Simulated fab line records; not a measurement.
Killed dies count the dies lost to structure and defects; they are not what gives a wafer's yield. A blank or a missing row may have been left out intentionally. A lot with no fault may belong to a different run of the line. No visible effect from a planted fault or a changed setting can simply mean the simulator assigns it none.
One fault through the eyes of 2 desks    flow n5 finfet    only its own numbers are on each desk; what lay behind them is given at the end

## AT THE TOOL OWNER'S DESK: pecvd-04
The tool's own readings at N5_BEOL_M1_DEP_57 (deposits SiCN from 3MS/NH3, target thk 8 nm, time 14 s): means of the sampled wafers that have a number, for each lot that ran on this tool. Any lot whose mean is over 4 standard deviations away from the usual mean is out of limits and marked OUT; that distance is given in the brackets.
Columns: A = showerhead plenum p Torr at N5_BEOL_M1_DEP_57, usual 3.668 Torr; B = showerhead vpp V at N5_BEOL_M1_DEP_57, usual 869 V; C = throttle valve pct at N5_BEOL_M1_DEP_57, usual 9.0 %
lot   first seen here  A      B    C
L196  day 7 16:57      3.666  861  9.4
L199  day 8 10:01      3.667  859  9.4
L211  day 11 05:03     3.663  866  9.2
This desk's verdict: no lot among the 3 shows anything out of limits.

## METROLOGY DESK
What the gauges read for every lot (on any tool): the sampled wafers with a number, averaged. Any lot whose mean is over 4 standard deviations away from the usual mean is out of limits and marked OUT; that distance is given in the brackets. Shown here are 7 of its 12 readings, the ones lying furthest out on some lot.
Columns: A = M1_THK at N5_BEOL_M1_THK_MEAS_53, usual 39.4 nm; B = M1_RS at N5_BEOL_M1_RS_MEAS_58, usual 0.667 ohm/sq; C = DIBL_N at N5_BEOL_M4_RC_MEAS_101, usual 36.4 mV/V; D = DIBL_P at N5_BEOL_M4_RC_MEAS_101, usual 36.4 mV/V; E = IOFF_N at N5_BEOL_M4_RC_MEAS_101, usual 0.164 nA/um; F = ION_N at N5_BEOL_M4_RC_MEAS_101, usual 675 uA/um; G = VT_P at N5_BEOL_M4_RC_MEAS_101, usual -250.1 mV
lot   first seen here  A     B      C     D     E      F    G
L196  day 7 16:44      38.3  0.684  38.5  35.9  0.188  688  -249.4
L199  day 8 09:49      40.3  0.645  35.1  37.1  0.144  664  -246.7
L203  day 9 13:29      38.4  0.682  35.4  36.3  0.148  667  -252.7
L205  day 9 19:46      41.0  0.633  37.1  38.8  0.187  675  -247.2
L211  day 11 04:50     39.4  0.667  37.4  38.1  0.169  674  -248.4
L214  day 12 02:50     38.0  0.693  37.5  36.2  0.177  678  -249.0
This desk's verdict: no lot among the 6 shows anything out of limits.

## PUT TOGETHER
The desk of the tool owner found nothing out of limits.
From the metrology desk's view, nothing was out of limits.

## WHAT WAS PUT IN BY THE SIMULATOR
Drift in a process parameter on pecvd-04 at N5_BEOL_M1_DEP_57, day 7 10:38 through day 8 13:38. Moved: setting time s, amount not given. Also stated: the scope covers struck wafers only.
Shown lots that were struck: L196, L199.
